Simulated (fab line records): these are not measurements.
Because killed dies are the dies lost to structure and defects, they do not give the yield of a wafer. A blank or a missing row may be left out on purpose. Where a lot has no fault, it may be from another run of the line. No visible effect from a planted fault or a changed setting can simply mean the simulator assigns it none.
fab line records	flow n5Finfet
[record] lots = 9	wafers = 27	lastDay = 17
route steps=1938 shown BEOL_M4@1111 BEOL_M10@1511 PASSIVATION@1936
lots that met no fault: taken from a fault-free run of the same line
startH: the number of hours between the record's first day and the start of the first shown wafer of the lot	waitH: hours elapsed since this lot's preceding step	" as in the row above	L1.1+2: several wafers, shown together as one row	- no value present, or no start provided	* or withheld: withheld	< > ~ a bound
route shown NAME@n: NAME is a module with steps in the file, n the number in the route of the first one	usual: the fault-free wafers' mean and standard deviation	same: alike in all rows	chamber/n: place in a boat	sites: each site's reading	_std_site: the standard deviation of these	_edge_site: inner sites' mean taken away from outer sites' mean	radiusMm: how far each site lies from the wafer's centre	mask NAME#n: copy n	behind: the last tool/chamber to shape the wafer	hold: the reason the lot was held/the length of the hold in hours/how it ended	device: the n, p or np transistor that did not switch	end of line: at the end of the route, the tests of the same wafers	where a step has no rows: the recipe by itself	killed: not the wafer's yield, but the dies lost to structure and defects at the first sort	map: a wafer's dies, x killed, . not, _ none there
set.NAME: the setting that was run; set.NAME@STEP: the one run at that earlier step	model.NAME: the simulator's own value behind a step, which no gauge read
the route's steps for a sample of lots (tables are steps, rows are wafers)
services: a tool's chamber out of use, with start hour (startH, from the record's first day; less than 0 if before it), hours out, and reason
[[steps]]
[step N5_BEOL_M4_RC_MEAS_101]
[usual] DIBL_N = 36.3/1	DIBL_P = 36.2/1.4	IOFF_N = 0.157/0.021	IOFF_P = 0.206/0.025	ION_N = 673/9	ION_P = 461/6.4	SS_N = 71.5/0.5	SS_P = 73.2/0.47	VT_N = 249.9/2.4	VT_P = -250.6/2.9
lot.wafer	tool	chamber	startH	waitH	DIBL_N[mV/V]	DIBL_P[mV/V]	IOFF_N[nA/um]	IOFF_P[nA/um]	ION_N[uA/um]	ION_P[uA/um]	SS_N[mV/dec]	SS_P[mV/dec]	VT_N[mV]	VT_P[mV]
L925.2	prober-01	0	168.26	0.2	35.0	35.5	0.131	0.174	674	456	71.2	72.7	252.7	-254.4
L925.5	"	0	"	"	35.3	34.7	0.128	0.170	664	452	71.7	73.0	252.4	-255.1
L925.6	"	0	"	"	35.6	35.7	0.131	0.179	665	456	70.8	72.5	254.0	-254.1
L927.2	prober-02	0	178.17	0.2	36.3	36.9	0.150	0.209	659	457	71.7	72.9	252.3	-251.1
L927.4	"	0	"	"	35.5	36.1	0.134	0.194	657	452	71.6	73.6	255.2	-251.2
L927.6	"	0	"	"	37.9	38.2	0.171	0.225	669	461	72.7	74.3	250.0	-252.0
L930.1	prober-02	0	199.64	0.0	36.7	37.4	0.170	0.224	669	464	72.4	73.5	247.3	-249.1
L930.4	"	0	"	"	35.1	36.1	0.145	0.196	665	456	71.5	73.2	251.9	-252.0
L930.6	"	0	"	"	35.3	36.2	0.144	0.196	661	458	70.9	73.4	251.8	-252.4
L929.1	prober-01	0	203.23	0.0	35.1	35.5	0.132	0.191	675	465	70.5	72.7	252.1	-252.4
L929.3	"	0	"	"	36.8	37.4	0.159	0.221	679	471	71.0	73.3	246.7	-248.8
L929.6	"	0	"	"	36.6	37.1	0.158	0.216	679	464	71.9	72.9	248.5	-251.5
L934.1	prober-02	0	211.26	0.0	35.4	35.4	0.140	0.180	663	451	70.8	73.5	252.7	-250.7
L934.2	"	0	"	"	36.5	36.8	0.175	0.203	685	465	72.0	73.5	246.5	-250.9
L934.4	"	0	"	"	36.2	35.5	0.159	0.186	661	450	71.9	73.4	250.9	-254.0
L938.2	prober-01	0	247.33	0.2	35.0	34.8	0.146	0.197	674	465	71.1	72.9	250.0	-252.0
L938.5	"	0	"	"	35.3	35.0	0.152	0.201	661	454	71.4	73.1	254.8	-248.4
L938.6	"	0	"	"	36.3	36.4	0.173	0.220	677	459	71.4	72.9	247.7	-250.4
L941.1	prober-01	0	255.63	0.0	36.5	35.7	0.142	0.199	665	454	71.3	73.1	250.0	-250.1
L941.3	"	0	"	"	38.0	37.5	0.169	0.228	666	463	71.4	73.5	249.7	-248.1
L941.6	"	0	"	"	36.4	35.4	0.138	0.196	658	456	71.1	73.1	250.6	-253.0
L944.1	prober-02	0	281.11	0.0	37.5	35.7	0.148	0.179	665	448	71.8	73.4	251.7	-255.2
L944.4	"	0	"	"	35.4	34.3	0.120	0.157	667	455	70.2	72.9	252.6	-255.0
L944.5	"	0	"	"	35.9	34.6	0.132	0.162	660	455	72.1	72.3	252.5	-255.7
L947.2	prober-02	0	301.82	0.2	37.8	38.4	0.180	0.230	674	462	71.7	74.2	248.4	-251.4
L947.3	"	0	"	"	35.6	35.6	0.145	0.187	664	457	72.1	72.9	251.5	-251.2
L947.6	"	0	"	"	33.4	32.3	0.106	0.148	663	455	70.7	72.3	255.4	-255.0
[step N5_BEOL_M10_STRIP_36]
[recipe] chemistry = N2/H2	powerW = 450	tempC = 40	pressureMtorr = 20	rfFrequencyHz = 6e+07	overashFraction = 0.3	biasPowerW = 7	h2Frac = 0.5	n2FlowSccm = 200	h2FlowSccm = 200
[usual] drypumpMotorCurrentA = 5.9/0.53	oesProductAu = 0.80/0.075	rfVppV = 59.0/2.1	showerheadPlenumPTorr = 2.52/0.082	tempC = 40.01/0.12	throttleValvePct = 23.7/0.3
lot.wafer	tool	chamber	startH	waitH	drypumpMotorCurrentA	oesProductAu	rfHoursCounterH	rfVppV	showerheadPlenumPTorr	tempC	throttleValvePct
L925.2	rieDiel-02	3	219.83	0.0	5.1	0.67	238	59.4	2.51	40.08	24.4
L925.5	"	3	"	"	5.1	0.66	-	61.0	2.51	39.93	24.4
L925.6	"	2	"	"	6.5	0.82	-	53.1	2.56	40.00	23.8
L927.2	rieDiel-06	0	229.67	0.0	6.8	0.77	127	58.4	2.44	40.17	23.2
L927.4	"	3	"	"	4.9	0.77	111	58.4	2.56	40.14	24.1
L927.6	"	1	"	"	5.7	0.73	-	58.3	2.64	39.88	24.2
L930.1	rieDiel-04	1	248.49	0.0	5.9	0.91	29	60.5	2.49	40.26	23.5
L930.4	"	2	"	"	5.9	0.80	97	58.5	2.46	40.08	23.8
L930.6	"	1	"	"	5.9	0.90	-	60.8	2.48	39.97	23.6
L929.1	rieDiel-06	1	250.91	0.0	5.7	0.72	167	59.9	2.64	39.95	24.1
L929.3	"	3	"	"	4.9	0.76	120	60.4	2.56	40.03	24.1
L929.6	"	3	"	"	4.9	0.78	-	60.1	2.56	39.87	24.1
L934.1	rieDiel-06	1	262.10	0.0	5.7	0.73	171	60.0	2.64	40.05	24.1
L934.2	"	3	"	"	4.9	0.77	124	59.8	2.55	39.71	24.0
L934.4	"	2	"	"	6.0	0.71	187	57.0	2.42	39.97	23.4
L938.2	rieDiel-04	3	293.14	0.0	6.0	0.80	102	61.1	2.67	40.20	23.6
L938.5	"	1	"	"	5.9	0.87	-	60.3	2.48	39.95	23.6
L938.6	"	2	"	"	5.9	0.80	-	56.6	2.45	40.09	23.8
L941.1	rieDiel-02	2	305.28	0.0	6.5	0.78	135	57.9	2.55	39.94	23.8
L941.3	"	1	"	"	5.5	0.98	3	59.3	2.61	40.01	23.7
L941.6	"	0	"	"	5.2	0.82	-	58.6	2.47	40.04	23.6
L944.1	rieDiel-04	1	334.83	0.0	6.0	0.86	59	57.1	2.47	40.23	23.6
L944.4	"	3	"	"	6.0	0.77	117	60.1	2.66	40.03	23.6
L944.5	"	1	"	"	6.0	0.84	-	62.9	2.47	40.40	23.6
L947.2	rieDiel-04	1	350.03	0.0	5.9	0.85	62	60.1	2.47	40.29	23.6
L947.3	"	0	"	"	6.5	0.89	51	60.3	2.47	39.99	23.3
L947.6	"	3	"	"	6.1	0.79	-	59.0	2.66	39.89	23.7
[step N5_BEOL_M10_STRIP_77]
[recipe] chemistry = N2/H2	timeS = 10	powerW = 450	tempC = 40	pressureMtorr = 20	rfFrequencyHz = 6e+07	biasPowerW = 7	n2FlowSccm = 200	h2FlowSccm = 200
[usual] drypumpMotorCurrentA = 5.9/0.53	oesProductAu = 0.80/0.073	rfVppV = 59.1/0.85	showerheadPlenumPTorr = 2.52/0.082	tempC = 39.99/0.12	throttleValvePct = 23.7/0.3
lot.wafer	tool	chamber	startH	waitH	drypumpMotorCurrentA	oesProductAu	rfHoursCounterH	rfVppV	showerheadPlenumPTorr	tempC	throttleValvePct
L925.2	rieDiel-02	3	-	-	5.1	0.66	238	59.3	2.51	39.76	24.4
L925.5	"	3	"	"	5.1	0.66	-	59.1	2.51	39.89	24.4
L925.6	"	2	"	"	6.5	0.81	-	58.5	2.56	40.08	23.8
L927.2	rieDiel-06	0	-	-	6.8	0.77	127	58.9	2.44	39.92	23.2
L927.4	"	3	"	"	4.9	0.79	112	58.3	2.56	39.92	24.1
L927.6	"	1	"	"	5.7	0.73	-	59.7	2.64	39.89	24.1
L930.1	rieDiel-04	1	-	-	6.0	0.90	29	59.9	2.49	39.97	23.6
L930.4	"	2	"	"	5.9	0.81	97	59.6	2.46	40.02	23.8
L930.6	"	1	"	"	5.9	0.89	-	59.0	2.49	40.17	23.6
L929.1	rieDiel-06	1	-	-	5.7	0.72	167	58.5	2.64	40.19	24.1
L929.3	"	3	"	"	4.9	0.77	120	58.7	2.56	40.01	24.1
L929.6	"	3	"	"	4.9	0.78	-	59.9	2.56	39.97	24.1
L934.1	rieDiel-06	1	-	-	5.7	0.72	171	59.2	2.64	40.12	24.1
L934.2	"	3	"	"	4.9	0.77	124	59.9	2.55	40.01	24.1
L934.4	"	2	"	"	5.9	0.70	187	59.0	2.42	39.82	23.4
L938.2	rieDiel-04	3	-	-	6.1	0.80	102	59.4	2.67	39.95	23.6
L938.5	"	1	"	"	5.9	0.87	-	57.9	2.48	39.94	23.6
L938.6	"	2	"	"	5.9	0.79	-	58.5	2.45	40.10	23.8
L941.1	rieDiel-02	2	-	-	6.5	0.77	135	59.7	2.55	39.98	23.8
L941.3	"	1	"	"	5.5	0.97	3	58.7	2.61	39.97	23.7
L941.6	"	0	"	"	5.3	0.82	-	57.7	2.47	39.85	23.6
L944.1	rieDiel-04	1	-	-	5.9	0.85	59	60.9	2.47	39.97	23.6
L944.4	"	3	"	"	6.0	0.78	117	59.8	2.66	40.01	23.6
L944.5	"	1	"	"	6.0	0.84	-	60.6	2.47	39.73	23.6
L947.2	rieDiel-04	1	-	-	5.9	0.83	62	57.6	2.47	40.10	23.6
L947.3	"	0	"	"	6.5	0.86	51	60.3	2.47	39.93	23.4
L947.6	"	3	"	"	6.0	0.77	-	59.3	2.66	39.90	23.6
[step N5_BEOL_M10_ANNEAL_51]
[recipe] tempC = 225	timeS = 90	ambient = N2
[usual] wafer_temp_C_max = 225.88/0.23
lot.wafer	tool	chamber	startH	waitH	wafer_temp_C_max
L925.2	rtpAnneal-02	0	222.00	0.1	225.10
L925.5	"	0	"	"	226.10
L925.6	"	0	"	"	225.69
L927.2	rtpAnneal-02	0	231.86	0.6	225.84
L927.4	"	0	"	"	225.83
L927.6	"	0	"	"	225.91
L930.1	rtpAnneal-02	0	251.91	0.1	226.40
L930.4	"	0	"	"	226.34
L930.6	"	0	"	"	225.74
L929.1	rtpAnneal-01	0	252.75	0.2	226.12
L929.3	"	0	"	"	225.83
L929.6	"	0	"	"	225.89
L934.1	rtpAnneal-02	0	264.92	0.4	225.54
L934.2	"	0	"	"	225.95
L934.4	"	0	"	"	225.85
L938.2	rtpAnneal-02	0	296.88	0.1	226.01
L938.5	"	0	"	"	225.92
L938.6	"	0	"	"	225.74
L941.1	rtpAnneal-02	0	307.74	0.2	225.61
L941.3	"	0	"	"	225.91
L941.6	"	0	"	"	225.86
L944.1	rtpAnneal-02	0	338.69	0.1	226.09
L944.4	"	0	"	"	225.70
L944.5	"	0	"	"	225.91
L947.2	rtpAnneal-01	0	353.86	0.1	225.96
L947.3	"	0	"	"	225.76
L947.6	"	0	"	"	225.84
[step N5_BEOL_M10_DEP_56]
[recipe] material = SiCN	targetThkA = 150	tempC = withheld	precursor = 3MS/NH3	pressureTorr = 3	rfW = 202	timeS = 26.5
[usual] chamberPressureTorr = 3.000/0.0065	rfFwdPowerW = 200.1/0.71	showerheadPlenumPTorr = 3.667/0.015	throttleValvePct = 9.0/0.44
lot.wafer	tool	chamber	startH	waitH	chamberPressureTorr	rfFwdPowerW	showerheadPlenumPTorr	throttleValvePct
L925.2	pecvd-04	1	222.61	0.0	3.008	200.6	3.676	8.9
L925.5	"	1	"	"	3.008	200.8	3.678	8.6
L925.6	"	2	"	"	2.997	200.5	3.669	8.6
L927.2	pecvd-03	1	232.47	0.0	-	-	-	-
L927.4	"	2	"	"	-	-	-	-
L927.6	"	0	"	"	-	-	-	-
L930.1	pecvd-02	0	252.57	0.0	-	-	-	-
L930.4	"	1	"	"	-	-	-	-
L930.6	"	0	"	"	-	-	-	-
L929.1	pecvd-03	1	253.40	0.0	-	-	-	-
L929.3	"	2	"	"	-	-	-	-
L929.6	"	0	"	"	-	-	-	-
L934.1	pecvd-03	1	265.57	0.0	2.990	200.0	3.684	9.7
L934.2	"	0	"	"	3.000	201.2	3.682	9.2
L934.4	"	2	"	"	3.007	199.9	3.657	8.7
L938.2	pecvd-03	0	297.49	0.0	2.994	199.5	3.684	8.9
L938.5	"	1	"	"	2.999	199.5	3.691	9.3
L938.6	"	0	"	"	2.996	199.4	3.681	9.0
L941.1	pecvd-03	2	308.39	0.0	3.001	200.3	3.650	8.8
L941.3	"	0	"	"	2.998	199.2	3.682	8.7
L941.6	"	2	"	"	3.004	200.2	3.661	8.9
L944.1	pecvd-03	0	339.34	0.0	2.994	200.5	3.687	9.2
L944.4	"	1	"	"	3.012	201.1	3.684	9.3
L944.5	"	2	"	"	3.000	198.9	3.664	9.0
L947.2	pecvd-02	0	354.47	0.0	2.993	200.9	3.655	9.6
L947.3	"	1	"	"	2.997	200.2	3.638	9.8
L947.6	"	1	"	"	2.998	199.9	3.644	9.6
[step N5_PASSIVATION_PROBE_49]
[usual] defectLimitedYield = 91.1/1.3	killed_at_M0_to_M3 = 36/10	killed_at_M4_up = 14/4.4	killedAtContacts = 14/5.7	killedAtFrontEnd = 39/9.4	killedAtOther = 2.9/2.6	killedDies = 105/15	killedOnRim = 14/3.5	killedOpen = 70/12	killedShort = 34/7.1	sort_bin_5_function = 5.3/0.77	sort_bin_6_memory = 3.3/0.66	sortNPass = 1075/15	sortYieldPct = 91.1/1.3
[same] grossDies = 1180	killedAtBackSide = 0	sort_bin_4_leakage[%] = 0	sort_bin_8_speed[%] = 0
lot.wafer	tool	chamber	startH	waitH	defectLimitedYield[%]	killed_at_M0_to_M3	killed_at_M4_up	killedAtContacts	killedAtFrontEnd	killedAtOther	killedDies	killedOnRim	killedOpen	killedShort	sort_bin_5_function[%]	sort_bin_6_memory[%]	sortNPass	sortYieldPct[%]
L927.2	prober-01	-	282.07	0.1	0	37	1104	3	35	1	1180	152	64	24	97.0	2.8	0	0
L927.4	prober-01	-	282.17	0.2	0	23	1074	26	55	2	1180	152	81	37	95.7	4.1	0	0
L927.6	prober-01	-	282.27	0.3	0	57	1060	14	49	0	1180	152	89	52	94.9	4.8	0	0
L929.1	prober-01	-	298.49	0.0	0	34	1083	9	54	0	1180	152	72	37	96.2	3.3	0	0
L929.3	prober-01	-	298.59	0.1	0	40	1067	8	58	7	1180	152	91	38	96.0	3.8	0	0
L929.6	prober-01	-	298.74	0.3	0	50	1072	12	42	4	1180	152	89	38	95.7	3.9	0	0
L930.1	prober-01	-	302.80	0.0	0	21	1079	17	63	0	1180	152	79	28	96.4	3.2	0	0
L930.4	prober-01	-	302.95	0.2	0	18	1094	13	54	1	1180	152	70	35	96.4	3.4	0	0
L930.6	prober-01	-	303.05	0.3	0	36	1087	11	46	0	1180	152	76	32	96.4	3.3	0	0
L934.1	prober-02	-	315.24	0.0	90.8	36	15	9	43	6	109	12	66	42	5.6	3.4	1071	90.8
L934.2	prober-02	-	315.29	0.1	91.8	41	13	8	35	0	97	18	66	31	5.2	2.9	1083	91.8
L934.4	prober-02	-	315.39	0.2	91.5	41	12	14	29	4	100	14	55	44	5.2	2.8	1080	91.5
L938.2	prober-01	-	345.69	0.1	91.4	41	12	12	29	7	101	12	70	31	5.1	3.3	1079	91.4
L938.5	prober-01	-	345.84	0.2	90.1	48	14	16	33	6	117	18	77	38	6.2	3.5	1063	90.1
L938.6	prober-01	-	345.89	0.3	91.9	39	11	8	35	2	95	10	60	35	5.5	2.2	1085	91.9
L941.1	prober-02	-	351.94	0.0	92.0	35	9	10	40	0	94	17	60	34	4.5	3.2	1086	92.0
L941.3	prober-02	-	352.04	0.1	92.1	27	13	14	37	2	93	16	63	30	4.7	3.2	1087	92.1
L941.6	prober-02	-	352.19	0.3	90.3	48	11	21	33	2	115	21	83	31	6.0	3.4	1065	90.3
// killed by level:class
L927.2 BEOL_M10:areaDep=1091 BEOL_M3:geometricParticle:open=10 STI_FIN_REVEAL:geometricParticle:open=8 BEOL_M1:geometricParticle:open=8 FIN_SAQP:geometricParticle:open=7 BEOL_M4:geometricParticle:open=7 GATE_CUT:geometricParticle:short=5 BEOL_M0_SAQP:geometricParticle:open=5
L927.4 BEOL_M10:areaDep=1060 MOL_CONTACT_COAG:geometricParticle:open=18 STI_FIN_REVEAL:geometricParticle:open=15 FIN_SAQP:geometricParticle:open=13 MOL_CONTACT_COAG:geometricParticle:short=8 BEOL_M0_SAQP:geometricParticle:short=7 BEOL_M0_SAQP:geometricParticle:open=6 FIN_SAQP:geometricParticle:short=5
L927.6 BEOL_M10:areaDep=1037 BEOL_M0_SAQP:geometricParticle:open=13 MOL_CONTACT_COAG:geometricParticle:open=12 FIN_SAQP:geometricParticle:short=11 FIN_SAQP:geometricParticle:open=11 BEOL_M0_SAQP:geometricParticle:short=10 BEOL_M4:geometricParticle:open=10 STI_FIN_REVEAL:geometricParticle:open=9
L929.1 BEOL_M10:areaDep=1071 STI_FIN_REVEAL:geometricParticle:open=17 FIN_SAQP:geometricParticle:open=14 BEOL_M0_SAQP:geometricParticle:short=8 MOL_CONTACT_COAG:geometricParticle:open=7 BEOL_M3:geometricParticle:open=6 BEOL_M0_SAQP:geometricParticle:open=5 BEOL_M1:geometricParticle:open=5
L929.3 BEOL_M10:areaDep=1050 STI_FIN_REVEAL:geometricParticle:open=21 BEOL_M3:geometricParticle:open=11 MOL_CONTACT_COAG:geometricParticle:open=8 BEOL_M0_SAQP:geometricParticle:open=8 FIN_SAQP:geometricParticle:short=7 FIN_SAQP:geometricParticle:open=7 BEOL_M4:geometricParticle:open=7
L929.6 BEOL_M10:areaDep=1050 FIN_SAQP:geometricParticle:open=17 MOL_CONTACT_COAG:geometricParticle:open=10 BEOL_M0_SAQP:geometricParticle:short=9 BEOL_M4:geometricParticle:open=9 BEOL_M3:geometricParticle:open=8 DUMMY_GATE:geometricParticle:open=7 BEOL_M1:geometricParticle:open=7
L930.1 BEOL_M10:areaDep=1072 STI_FIN_REVEAL:geometricParticle:open=30 MOL_CONTACT_COAG:geometricParticle:open=11 FIN_SAQP:geometricParticle:open=6 MOL_CONTACT_COAG:geometricParticle:short=6 DUMMY_GATE:geometricParticle:open=5 GATE_CUT:geometricParticle:open=5 BEOL_M1:geometricParticle:open=5
L930.4 BEOL_M10:areaDep=1071 STI_FIN_REVEAL:geometricParticle:open=16 BEOL_M4:geometricParticle:open=14 MOL_CONTACT_COAG:geometricParticle:open=9 GATE_CUT:geometricParticle:short=8 BEOL_M0_SAQP:geometricParticle:short=7 FIN_SAQP:geometricParticle:open=6 BEOL_M0_SAQP:geometricParticle:open=5
L930.6 BEOL_M10:areaDep=1070 BEOL_M0:geometricParticle:open=11 MOL_CONTACT_COAG:geometricParticle:open=10 BEOL_M4:geometricParticle:open=9 STI_FIN_REVEAL:geometricParticle:open=8 DUMMY_GATE:geometricParticle:open=7 FIN_SAQP:geometricParticle:open=6 FIN_SAQP:geometricParticle:short=6
L934.1 FIN_SAQP:geometricParticle:short=12 BEOL_M4:geometricParticle:open=10 STI_FIN_REVEAL:geometricParticle:open=9 BEOL_M0_SAQP:geometricParticle:open=8 GATE_CUT:geometricParticle:short=7 BEOL_M0_SAQP:geometricParticle:short=7 BEOL_M3:geometricParticle:open=6 MOL_CONTACT_COAG:geometricParticle:open=6
L934.2 BEOL_M0_SAQP:geometricParticle:short=12 BEOL_M0_SAQP:geometricParticle:open=10 BEOL_M3:geometricParticle:open=8 STI_FIN_REVEAL:geometricParticle:open=7 BEOL_M4:geometricParticle:open=7 FIN_SAQP:geometricParticle:open=5 GATE_CUT:geometricParticle:short=5 MOL_CONTACT_COAG:geometricParticle:open=5
L934.4 FIN_SAQP:geometricParticle:short=11 MOL_CONTACT_COAG:geometricParticle:open=10 BEOL_M3:geometricParticle:open=8 BEOL_M0_SAQP:geometricParticle:short=6 BEOL_M0_SAQP:geometricParticle:open=6 BEOL_M1:geometricParticle:open=6 BEOL_M4:geometricParticle:open=6 GATE_CUT:geometricParticle:short=5
L938.2 MOL_CONTACT_COAG:geometricParticle:open=10 BEOL_M4:geometricParticle:open=9 STI_FIN_REVEAL:geometricParticle:open=7 BEOL_M0_SAQP:geometricParticle:open=7 BEOL_M2:geometricParticle:open=7 BEOL_M3:geometricParticle:open=7 BEOL_M3:geometricParticle:short=6 BEOL_M0_SAQP:geometricParticle:short=5
L938.5 BEOL_M2:geometricParticle:open=12 MOL_CONTACT_COAG:geometricParticle:open=11 BEOL_M3:geometricParticle:open=10 BEOL_M0_SAQP:geometricParticle:short=8 BEOL_M0_SAQP:geometricParticle:open=7 STI_FIN_REVEAL:geometricParticle:open=6 BEOL_M4:geometricParticle:open=6 DUMMY_GATE:geometricParticle:open=5
L938.6 BEOL_M3:geometricParticle:open=13 STI_FIN_REVEAL:geometricParticle:open=10 BEOL_M1:geometricParticle:open=7 BEOL_M4:geometricParticle:open=7 MOL_CONTACT_COAG:geometricParticle:open=6 DUMMY_GATE:geometricParticle:open=5 BEOL_M2:geometricParticle:short=5 BEOL_M0_SAQP:geometricParticle:short=4
L941.1 BEOL_M2:geometricParticle:open=9 FIN_SAQP:geometricParticle:short=8 STI_FIN_REVEAL:geometricParticle:open=7 FIN_SAQP:geometricParticle:open=5 DUMMY_GATE:geometricParticle:open=5 MOL_CONTACT_COAG:geometricParticle:short=5 MOL_CONTACT_COAG:geometricParticle:open=5 BEOL_M0_SAQP:geometricParticle:open=5
L941.3 STI_FIN_REVEAL:geometricParticle:open=12 MOL_CONTACT_COAG:geometricParticle:open=12 BEOL_M1:geometricParticle:open=10 FIN_SAQP:geometricParticle:short=5 GATE_CUT:geometricParticle:short=5 FIN_SAQP:geometricParticle:open=4 BEOL_M6:geometricParticle:open=4 BEOL_M2:geometricParticle:open=4
L941.6 MOL_CONTACT_COAG:geometricParticle:open=20 BEOL_M1:geometricParticle:open=12 BEOL_M0_SAQP:geometricParticle:open=9 BEOL_M3:geometricParticle:open=9 FIN_SAQP:geometricParticle:open=7 BEOL_M0_SAQP:geometricParticle:short=7 FIN_SAQP:geometricParticle:short=6 STI_FIN_REVEAL:geometricParticle:open=4
[[services]]
tool	chamber	startH	hours	kind
pecvd-04	-	197.88	0.6	repair
pecvd-02	2	202.38	-	clean
pecvd-02	2	202.38	-	consumableReplace:showerhead
pecvd-02	2	202.38	29.0	scheduledDown
pecvd-02	2	202.38	29.0	ventCycle
rieDiel-04	1	209.25	5.5	repair
pecvd-04	1	226.33	5.5	scheduledDown
rieDiel-04	0	234.06	1.5	repair
rieDiel-02	3	252.44	-	clean
rieDiel-02	3	252.44	-	consumableReplace:focusRing
rieDiel-02	3	252.44	23.4	scheduledDown
rieDiel-02	3	252.44	23.4	ventCycle
pecvd-02	2	256.98	2.1	scheduledDown
pecvd-03	0	267.79	5.5	scheduledDown
rieDiel-02	1	284.06	-	clean
rieDiel-02	1	284.06	-	consumableReplace:focusRing
rieDiel-02	1	284.06	13.9	scheduledDown
rieDiel-02	1	284.06	13.9	ventCycle
pecvd-04	-	304.29	2.8	pm
pecvd-04	2	309.11	4.2	repair
rieDiel-04	1	342.58	5.9	repair
pecvd-03	0	343.85	2.1	scheduledDown
rieDiel-04	3	353.66	5.1	repair
[[key]]
[firstSign] step = N5_BEOL_M10_DEP_56	reading = toolRecord	direction = missing
[effect] step = N5_PASSIVATION_PROBE_49	reading = killed_at_M4_up	direction = up	sigmas = 99+	usual = 14	struck = 1080
[moreKillsBornAt] N5_BEOL_M10_DEP_56@pecvd-03 = 6359	N5_BEOL_M10_DEP_56@pecvd-02 = 3213
metAt N5_BEOL_M10_DEP_56
struckLots L927,L929,L930
laterRowsLeftOut L927.2,L927.4,L927.6,L929.1,L929.3,L929.6,L930.1,L930.4,L930.6
notActingAt N5_BEOL_M10_STRIP_36,N5_BEOL_M10_STRIP_77,N5_BEOL_M10_ANNEAL_51
[earlierFault] kind = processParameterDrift	tool = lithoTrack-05	chamber = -	onsetH = 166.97	steps = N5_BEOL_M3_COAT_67	channel = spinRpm	offset = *	shape = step	actsIn = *	stated = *
[earlierFault] kind = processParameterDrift	tool = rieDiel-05	chamber = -	onsetH = 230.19	steps = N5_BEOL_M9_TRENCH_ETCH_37	channel = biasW	offset = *	shape = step	actsIn = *	stated = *
[fault] kind = skippedStepWhole	tool = pecvd-02,pecvd-03	chamber = -	onsetH = 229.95	steps = N5_BEOL_M10_DEP_56	scope = struckLotsOnly
// laterRowsLeftOut: the simulator's readings of these wafers behind a module that went badly wrong aren't trusted and aren't shown, but for the sort
